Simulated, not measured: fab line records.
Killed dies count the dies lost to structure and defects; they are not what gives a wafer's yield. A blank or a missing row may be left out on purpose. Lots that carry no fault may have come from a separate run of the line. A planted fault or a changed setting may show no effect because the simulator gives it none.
Matching of chambers | flow n5-finfet | rie-diel-01 running N5_BEOL_M4_ETCH_63: 4 sister chambers
The step etches SiARC in CF4, target depth 15.6 nm, time 26 s. 4 wafers are shown with their chamber, then 8 later ones without.

## WAFERS PAIRED WITH THEIR CHAMBERS
wafer  | chamber | showerhead-plenum-p-Torr (Torr)
L083.1 | 1       | 2.17
L083.4 | 2       | 2.05
L083.5 | 3       | 2.20
L085.2 | 0       | 2.04

## WAFERS WHOSE CHAMBER IS MISSING
wafer  | showerhead-plenum-p-Torr (Torr)
L085.3 | 2.05
L085.4 | 2.19
L087.1 | 2.17
L087.5 | 2.04
L087.6 | 2.19
L088.1 | 2.17
L088.2 | 2.04
L088.5 | 2.04

## WHICH CHAMBER EACH ONE RAN IN
wafer  | from the rows above     | in truth
L085.3 | can't be placed: 2 or 0 | 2
L085.4 | can't be placed: 3 or 1 | 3
L087.1 | 1                       | 1
L087.5 | can't be placed: 0 or 2 | 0
L087.6 | can't be placed: 3 or 1 | 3
L088.1 | 1                       | 1
L088.2 | can't be placed: 0 or 2 | 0
L088.5 | can't be placed: 0 or 2 | 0
Correct placement for 2 of the 8. These rows do not allow placing 6 (true chamber among the candidates in 6). 0 placed wrongly.
How it was worked out, from the rows above alone: a wafer's distance from a chamber is the root of the sum, over the readings, of the square of ((its reading less the chamber's mean) divided by the reading's scatter). The wafer belongs to the nearest chamber; if the next one is less than 2 further off, it can't be placed. Each chamber's mean is taken over the wafers shown for it. The scatter (one wafer shown for each chamber): square how far every hidden wafer sits from the nearest shown wafer, average those squares and take the square root.
